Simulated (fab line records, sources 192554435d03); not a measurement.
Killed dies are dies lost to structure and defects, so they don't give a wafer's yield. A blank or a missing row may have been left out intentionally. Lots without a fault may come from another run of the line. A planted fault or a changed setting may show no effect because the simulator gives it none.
Which tool did it? ; flow n5_finfet ; 29 wafers from 11 lots sampled at 6 of the route's 1938 steps

WHAT EACH GAUGE READ, for each wafer
N5_STI_FIN_REVEAL_INSPECT_13: inspects for defects (darkfield). Usual: raw_defect_count 11, standard deviation 5.1.
lot;measured;on;raw_defect_count;flag
L777;day 2 13:22;defect_inspect-01;22 12;
L778;day 2 23:24;defect_inspect-02;7 8 19;
L781;day 3 14:35;defect_inspect-02;21 1411 4;OFF
L790;day 5 19:35;defect_inspect-02;10 15 23;
L792;day 6 06:46;defect_inspect-01;9 8 15;
L794;day 6 19:39;defect_inspect-02;10 12 28;
L795;day 7 01:22;defect_inspect-02;13 13;
L796;day 7 05:42;defect_inspect-01;9 6 7;
L797;day 7 12:23;defect_inspect-01;20 7;
L798;day 7 18:18;defect_inspect-02;8 5;
L800;day 8 07:24;defect_inspect-01;5 12 11;

N5_BEOL_M4_RC_MEAS_101. Usual: DIBL_N 36.3 mV/V, standard deviation 1.6; DIBL_P 36.2 mV/V, standard deviation 2; IOFF_N 0.160 nA/um, standard deviation 0.028; IOFF_P 0.21 nA/um, standard deviation 0.036; ION_N 677 uA/um, standard deviation 11; ION_P 465 uA/um, standard deviation 6.9; SS_N 71.5 mV/dec, standard deviation 0.55; SS_P 73.3 mV/dec, standard deviation 0.64; VT_N 250 mV, standard deviation 3; VT_P -250 mV, standard deviation 3.5.
lot;measured;on;DIBL_N (mV/V);DIBL_P (mV/V);IOFF_N (nA/um);IOFF_P (nA/um);ION_N (uA/um);ION_P (uA/um);SS_N (mV/dec);SS_P (mV/dec);VT_N (mV);VT_P (mV);flag
L777;day 7 20:53;prober-01;40.7 39.1;40.5 38.7;0.246 0.186;0.30 0.25;688 671;472 466;71.9 72.2;73.7 74.2;243 247;-246 -248;
L778;day 8 00:02;prober-02;35.3 36.1 36.5;35.1 35.6 36.0;0.145 0.159 0.167;0.20 0.21 0.22;682 679 675;464 471 462;70.8 70.7 70.7;72.4 72.5 72.9;250 248 249;-248 -247 -251;
L781;day 9 08:10;prober-01;33.3 34.5 34.5;33.7 34.8 33.9;0.114 0.136 0.139;0.15 0.17 0.16;660 679 669;456 470 457;70.6 70.5 71.2;72.6 72.8 73.1;256 255 252;-255 -252 -254;
L790;day 11 02:11;prober-01;37.0 36.2 37.1;36.9 37.5 37.5;0.165 0.169 0.171;0.19 0.20 0.20;680 685 691;460 469 471;72.2 71.6 72.1;73.3 73.2 74.1;249 251 249;-254 -252 -256;
L792;day 12 11:51;prober-01;39.2 36.6 36.7;41.0 37.4 37.9;0.242 0.177 0.181;0.30 0.23 0.24;688 682 679;471 470 469;72.4 72.3 72.8;74.4 73.9 73.5;243 247 247;-245 -248 -246;
L794;day 12 12:45;prober-02;34.3 33.1 35.6;35.0 34.0 37.1;0.128 0.112 0.155;0.18 0.17 0.21;662 660 689;465 458 472;71.2 71.3 71.4;72.5 72.6 73.0;253 255 249;-251 -252 -252;
L795;day 12 16:46;prober-01;36.1 34.9;36.7 35.5;0.142 0.133;0.19 0.18;666 673;457 463;71.4 71.2;73.5 72.8;254 252;-251 -251;
L796;day 12 16:40;prober-02;35.7 38.5 37.5;34.2 38.1 35.7;0.147 0.206 0.178;0.22 0.27 0.23;666 692 697;458 471 476;71.0 72.0 71.6;72.6 74.1 73.1;250 245 249;-248 -246 -250;
L797;day 13 12:14;prober-01;33.4 32.2;31.5 30.3;0.118 0.107;0.16 0.15;669 668;455 461;71.0 69.9;72.4 72.7;252 255;-255 -254;
L798;day 13 12:34;prober-02;34.3 34.5;34.8 34.4;0.135 0.128;0.20 0.18;665 665;463 462;71.1 70.9;73.0 73.1;251 253;-249 -252;
L800;day 13 21:29;prober-02;36.5 35.6 36.0;36.4 35.2 35.8;0.155 0.144 0.139;0.19 0.16 0.17;671 678 670;453 456 452;72.0 71.4 71.6;73.5 73.4 73.5;250 251 249;-254 -257 -253;

WHICH TOOL RAN EACH LOT (tool, then ch and the chambers of the sampled wafers, then the start)
lot;N5_FIN_CUT_ETCH_21;N5_FIN_CUT_PRECLEAN_35;N5_STI_FIN_REVEAL_RECESS_09;N5_STI_FIN_REVEAL_STRIP_35
L777;rie_diel-01 ch 1,3, day 2 03:09;vapor_etch-01 ch 0,1, day 2 03:37;vapor_etch-01 ch 0,1, day 2 10:03;wet_bench-01 ch 0,6, day 2 13:02
L778;rie_diel-01 ch 0,1,3, day 2 11:36;vapor_etch-02 ch 0, day 2 12:05;vapor_etch-02 ch 0, day 2 19:32;wet_bench-03 ch 2,4,6, day 2 23:04
L781;rie_diel-04 ch 0,1,2, day 3 02:42;vapor_etch-01 ch 0,1, day 3 03:10;vapor_etch-02 ch 0, day 3 10:09;wet_bench-03 ch 0,4,7, day 3 14:14
L790;rie_diel-01 ch 1,3, day 5 09:55;vapor_etch-02 ch 0,1, day 5 10:23;vapor_etch-02 ch 0,1, day 5 16:47;wet_bench-06 ch 2,5,7, day 5 19:14
L792;rie_diel-05 ch 1,3, day 5 20:18;vapor_etch-02 ch 0,1, day 5 20:47;vapor_etch-02 ch 0,1, day 6 04:08;wet_bench-01 ch 0,6,7, day 6 06:25
L794;rie_diel-05 ch 0,1,2, day 6 09:33;vapor_etch-01 ch 0,1, day 6 10:01;vapor_etch-02 ch 0,1, day 6 16:20;wet_bench-01 ch 0,5,6, day 6 19:18
L795;rie_diel-04 ch 2,3, day 6 15:14;vapor_etch-02 ch 0,1, day 6 15:43;vapor_etch-02 ch 0,1, day 6 22:45;wet_bench-06 ch 3,4, day 7 01:01
L796;rie_diel-01 ch 0,1,2, day 6 20:06;vapor_etch-01 ch 0,1, day 6 20:35;vapor_etch-01 ch 0,1, day 7 03:26;wet_bench-06 ch 0,1,7, day 7 05:22
L797;rie_diel-04 ch 0,3, day 7 02:35;vapor_etch-02 ch 1, day 7 03:03;vapor_etch-02 ch 0, day 7 09:36;wet_bench-06 ch 1,7, day 7 12:03
L798;rie_diel-01 ch 0,2, day 7 08:52;vapor_etch-01 ch 0,1, day 7 09:12;vapor_etch-01 ch 0, day 7 16:02;wet_bench-01 ch 2,6, day 7 17:58
L800;rie_diel-05 ch 0,2,3, day 7 21:47;vapor_etch-02 ch 0,1, day 7 22:14;vapor_etch-01 ch 0,1, day 8 04:34;wet_bench-03 ch 1,2,6, day 8 07:03
- N5_FIN_CUT_ETCH_21: etches SOC in N2/H2, target depth 219 nm, overetch 43.8 nm, time 523.5 s.
- N5_FIN_CUT_PRECLEAN_35: cleans in vHF, time 13.3 s.
- N5_STI_FIN_REVEAL_RECESS_09: chemistry HF/NH3, target SiO2, afs cycles 11, target depth 42.5 nm, sublimation time 60 s.
- N5_STI_FIN_REVEAL_STRIP_35: strips Si3N4 in H3PO4, target depth 4 nm, time 39 s.

AS READ BY THE TOOLS THEMSELVES (means over the sampled wafers that have a number; for cases with no such wafer, the mark the record gives instead)
N5_FIN_CUT_ETCH_21. Usual: drypump_motor_current_A 5.8 A, standard deviation 0.56; n2_flow_sccm 199.9 sccm, standard deviation 0.6; oes_product_au 0.75 a.u., standard deviation 0.074; rf_vpp_V 241.3 V, standard deviation 1.2; showerhead_plenum_p_Torr 2.58 Torr, standard deviation 0.084; throttle_valve_pct 17.82 %, standard deviation 0.23.
lot;tool;drypump_motor_current_A (A);n2_flow_sccm (sccm);oes_product_au (a.u.);rf_vpp_V (V);showerhead_plenum_p_Torr (Torr);throttle_valve_pct (%);flag
L777;rie_diel-01;5.3;198.9;0.83;241.0;2.60;17.61;
L778;rie_diel-01;5.8;199.9;0.85;242.0;2.64;17.65;
L781;rie_diel-04;6.2;199.7;0.71;240.3;2.57;17.99;
L790;rie_diel-01;5.3;199.9;0.79;240.7;2.59;17.73;
L792;rie_diel-05;6.1;199.7;0.74;240.7;2.52;18.09;
L794;rie_diel-05;5.6;199.9;0.71;240.7;2.56;17.77;
L795;rie_diel-04;5.9;199.9;0.68;240.9;2.54;17.95;
L796;rie_diel-01;5.9;199.6;0.83;241.2;2.60;17.62;
L797;rie_diel-04;6.0;199.4;0.65;240.9;2.62;17.94;
L798;rie_diel-01;6.0;200.3;0.84;242.7;2.60;17.71;
L800;rie_diel-05;5.7;199.6;0.72;241.9;2.59;17.81;

N5_FIN_CUT_PRECLEAN_35. Usual: drypump_motor_current_A 5.9 A, standard deviation 0.51.
lot;tool;drypump_motor_current_A (A);flag
L777;vapor_etch-01;5.6;
L778;vapor_etch-02;6.2;
L781;vapor_etch-01;5.4;
L790;vapor_etch-02;6.2;
L792;vapor_etch-02;6.2;
L794;vapor_etch-01;5.4;
L795;vapor_etch-02;6.2;
L796;vapor_etch-01;5.4;
L797;vapor_etch-02;6.2;
L798;vapor_etch-01;5.6;
L800;vapor_etch-02;6.2;

N5_STI_FIN_REVEAL_RECESS_09. Usual: drypump_motor_current_A 6.0 A, standard deviation 0.45.
lot;tool;drypump_motor_current_A (A);flag
L777;vapor_etch-01;5.6;
L778;vapor_etch-02;6.2;
L781;vapor_etch-02;6.2;
L790;vapor_etch-02;6.2;
L792;vapor_etch-02;6.2;
L794;vapor_etch-02;6.2;
L795;vapor_etch-02;6.2;
L796;vapor_etch-01;5.8;
L797;vapor_etch-02;6.2;
L798;vapor_etch-01;5.0;
L800;vapor_etch-01;5.8;

THE ANSWER, worked out from the rows above alone
Rule: a lot counts as off when the mean over its wafers that have a number is more than 3 standard deviations away from the usual mean. A lot without any number at a reading at which 4 lots or more have one is off too. Where the step has rows for the other lots, those lots are counted as sound. Order of review: gauges by route order, followed by the tools' own readings, for which a lot's mean as printed above is used. At the first step where some lot is off, the reading lying furthest off is the one used; lots without a number count as furthest.
Off, at N5_STI_FIN_REVEAL_INSPECT_13 on raw_defect_count: L781.
A tool fits if, at a process step before that reading, it ran every lot that is off, and no sound lot after the first of them. The gauges at N5_STI_FIN_REVEAL_INSPECT_13 are tried like those tools. Not one of the candidates tried fits.

WHAT THE SIMULATOR HAD INSERTED
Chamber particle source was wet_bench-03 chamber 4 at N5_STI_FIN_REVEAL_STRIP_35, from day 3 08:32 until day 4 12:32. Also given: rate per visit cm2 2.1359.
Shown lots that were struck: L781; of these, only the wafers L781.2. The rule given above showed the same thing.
